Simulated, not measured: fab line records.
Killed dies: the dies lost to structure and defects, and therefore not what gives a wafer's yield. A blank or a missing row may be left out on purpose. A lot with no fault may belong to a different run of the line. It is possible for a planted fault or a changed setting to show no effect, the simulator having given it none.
Lot-split experiment | flow n5Finfet | on a route of 1938 steps: 7 lots, 21 wafers read

ABOUT THE SPLIT
At N5_BEOL_M12_TRENCH_ETCH_34 (etches SiOC in C4F8/O2/Ar, target depth 318.95 nm, time 125.5 s), the setting timeS was moved away from the recipe's 125.5 s on 7 of the 21 wafers read, by -20.4% to +21.6%. The other wafers ran this setting at the recipe's value.

FROM THE SPLIT TO THE READING: what the file shows between them, 10 steps
- N5_BEOL_M12_STRIP_70: strips in C4F8/O2/Ar
- N5_BEOL_M12_OCD_MEAS_35
- N5_BEOL_M12_SPUTTER_44: material Ta, target thk 10 nm, time 16.13 s (also split here: timeS)
- N5_BEOL_M12_SPUTTER_45: material Cu, target thk 80 nm, time 13.33 s
- N5_BEOL_M12_ECD_47: material Cu, target thk 720 nm
- N5_BEOL_M12_ANNEAL_48: time 90 s
- N5_BEOL_M12_CMP_49: polishes, stops on SiOC, t overpolish 20.6 s, target thk 320 nm
- N5_BEOL_M12_THK_MEAS_50: measures by xrf
- N5_BEOL_M12_PRE_CLEAN_52: time 15 s
- N5_BEOL_M12_DEP_53: deposits SiCN from 3MS/NH3, target thk 30 nm, time 10.5 s

THE READING
M12_RS in ohm/sq, measured at N5_BEOL_M12_RS_MEAS_54 by four-point-probe. On this fab line, fault-free wafers typically give 0.0601 ohm/sq with a standard deviation of 0.00094 ohm/sq.

wafer  | tool, chamber at the split | timeS as run, s | against the recipe | M12_RS, ohm/sq | against lot-mates on the recipe
L076.2 | rieDiel-03, 0              | 152.6           | +21.6%             | 0.0499         | -0.0109
L076.4 | rieDiel-03, 1              | 125.5           | recipe             | 0.0608         | -
L076.6 | rieDiel-03, 0              | 152.6           | +21.6%             | 0.0501         | -0.0107
L082.1 | rieDiel-05, 2              | 139.5           | +11.2%             | 0.0531         | -0.0066
L082.2 | rieDiel-05, 1              | 125.5           | recipe             | 0.0601         | -
L082.4 | rieDiel-05, 2              | 125.5           | recipe             | 0.0594         | -
L085.2 | rieDiel-05, 1              | 125.5           | recipe             | 0.0599         | -
L085.3 | rieDiel-05, 2              | 125.5           | recipe             | 0.0593         | -
L085.5 | rieDiel-05, 1              | 125.5           | recipe             | 0.0608         | -
L090.1 | rieDiel-05, 3              | 99.89           | -20.4%             | 0.0765         | +0.0151
L090.2 | rieDiel-05, 2              | 125.5           | recipe             | 0.0613         | -
L090.6 | rieDiel-05, 2              | 125.5           | recipe             | 0.0614         | -
L091.1 | rieDiel-04, 1              | 125.5           | recipe             | 0.0587         | -
L091.4 | rieDiel-04, 0              | 137.8           | +9.8%              | 0.0533         | -0.0058
L091.5 | rieDiel-04, 3              | 125.5           | recipe             | 0.0595         | -
L096.3 | rieDiel-05, 3              | 125.5           | recipe             | 0.0592         | -
L096.5 | rieDiel-05, 3              | 125.5           | recipe             | 0.0590         | -
L096.6 | rieDiel-05, 0              | 125.5           | recipe             | 0.0604         | -
L095.4 | rieDiel-05, 1              | 141.7           | +12.9%             | 0.0525         | -0.0063
L095.5 | rieDiel-05, 3              | 125.5           | recipe             | 0.0588         | -
L095.6 | rieDiel-05, 2              | 141.7           | +12.9%             | 0.0538         | -0.0050

FIT RESULTS
A straight line over all 21 wafers: M12_RS changes by -0.000587 ohm/sq for each +1% of timeS; r = -0.96; the points scatter about the line by 0.0015 ohm/sq.
The same after taking each lot's own level away (the mean of its wafers on the recipe; 21 wafers): -0.00057 ohm/sq for each +1%; r = -0.98; scatter 0.0011 ohm/sq.
That fit puts the effect of the largest move of timeS on the reading at 0.012 ohm/sq.
Measured against the standard deviation above, the lots' own levels, which go from 0.05880 to 0.06135 ohm/sq, span 2.7 times it.
The two slopes agree, so the slope changes little with the lot-to-lot level.
Check: -0.0122 ohm/sq against its lot-mates is what the line predicts for one of the wafers moved furthest among these (+21.6%) when that wafer is left out of the fit. It came out at -0.0109 ohm/sq against them.

ADDITIONAL SPLITS CARRIED BY THESE WAFERS
Other splits were also applied to these wafers ahead of the reading. Each is held against what the fit with the lots' levels taken away leaves over:
other split on the same wafers  | wafers away from the commonest value | r with M12_RS (lot level and that fit taken away)
N5_BEOL_M12_EXPOSE_07 doseMj    | 7                                    | +0.03
N5_BEOL_M12_STRIP_63 h2FlowSccm | 8                                    | -0.04
N5_BEOL_M12_SPUTTER_44 timeS    | 8                                    | +0.14

THE WHOLE CHAIN: every reading that the file lists as answering this split, in the file's order
step                       | what it does                                                    | reading                                                                      | change (the file's fit)               | r (the file's)
N5_BEOL_M12_TRENCH_ETCH_34 | etches SiOC in C4F8/O2/Ar, target depth 318.95 nm, time 125.5 s | etch.depthNm (the simulator's own value, which no gauge read)                | +3 nm for each +1% of the setting     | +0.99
N5_BEOL_M12_OCD_MEAS_35    |                                                                 | trenchDepthNm                                                                | +2.98 nm for each +1% of the setting  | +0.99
N5_BEOL_M12_CMP_49         | polishes, stops on SiOC, t overpolish 20.6 s, target thk 320 nm | Cu_of_BEOL_M12_ECD_47.thkNm (the simulator's own value, which no gauge read) | +3.02 nm for each +1% of the setting  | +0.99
N5_BEOL_M12_THK_MEAS_50    | measures by xrf                                                 | M12_THK                                                                      | +3.14 for each +1% of the setting     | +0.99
N5_BEOL_M12_RS_MEAS_54     | measures by four-point-probe                                    | M12_RS                                                                       | -0.000589 for each +1% of the setting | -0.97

THE FILE'S OWN FIT
M12_RS changes by -0.000589 ohm/sq for each +1% of timeS, r = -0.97.
